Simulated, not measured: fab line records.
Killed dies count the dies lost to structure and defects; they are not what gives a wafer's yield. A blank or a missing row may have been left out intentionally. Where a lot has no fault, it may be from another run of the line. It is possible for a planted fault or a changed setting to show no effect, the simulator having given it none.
Matching of chambers | flow n5Finfet | aldSin-04 running N5_GATE_CUT_SAC_CAP_01: 4 sister chambers
The step material SiNx, target thk 24 nm, pulse time 1 s, ald cycles 480. 4 wafers are shown with their chamber, then 7 later ones without.

## WAFERS PAIRED WITH THEIR CHAMBERS
wafer  | chamber | heaterPowerW (W)
L080.6 | 2       | 743
L082.5 | 3       | 743
L083.2 | 0       | 913
L083.5 | 1       | 704

## WAFERS WITHOUT THEIR CHAMBER
wafer  | heaterPowerW (W)
L083.6 | 915
L084.1 | 763
L084.3 | 892
L084.4 | 765
L093.1 | 743
L093.2 | 766
L093.5 | 731

## CHAMBER TAKEN BY EACH
wafer  | from the rows above          | in truth
L083.6 | 0                            | 0
L084.1 | can't be placed: 2 or 3      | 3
L084.3 | 0                            | 0
L084.4 | can't be placed: 2 or 3      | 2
L093.1 | can't be placed: 2 or 3      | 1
L093.2 | can't be placed: 2 or 3      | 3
L093.5 | can't be placed: 2 or 3 or 1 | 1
Correct placement for 2 of the 7. Not placeable from these rows: 5 (in 4, the candidates include the true chamber). Placed wrongly: 0.
How it was worked out, from the rows above alone: a wafer's distance from a chamber is the root of the sum, over the readings, of the square of ((its reading less the chamber's mean) divided by the reading's scatter). If the next closest chamber is less than 2 further off than the closest, the wafer can't be placed; otherwise it belongs to the closest. Each chamber's mean is taken over the wafers shown for it. The scatter: with one shown wafer a chamber, the root of the mean of the squares of how far each hidden wafer lies from its nearest shown one.
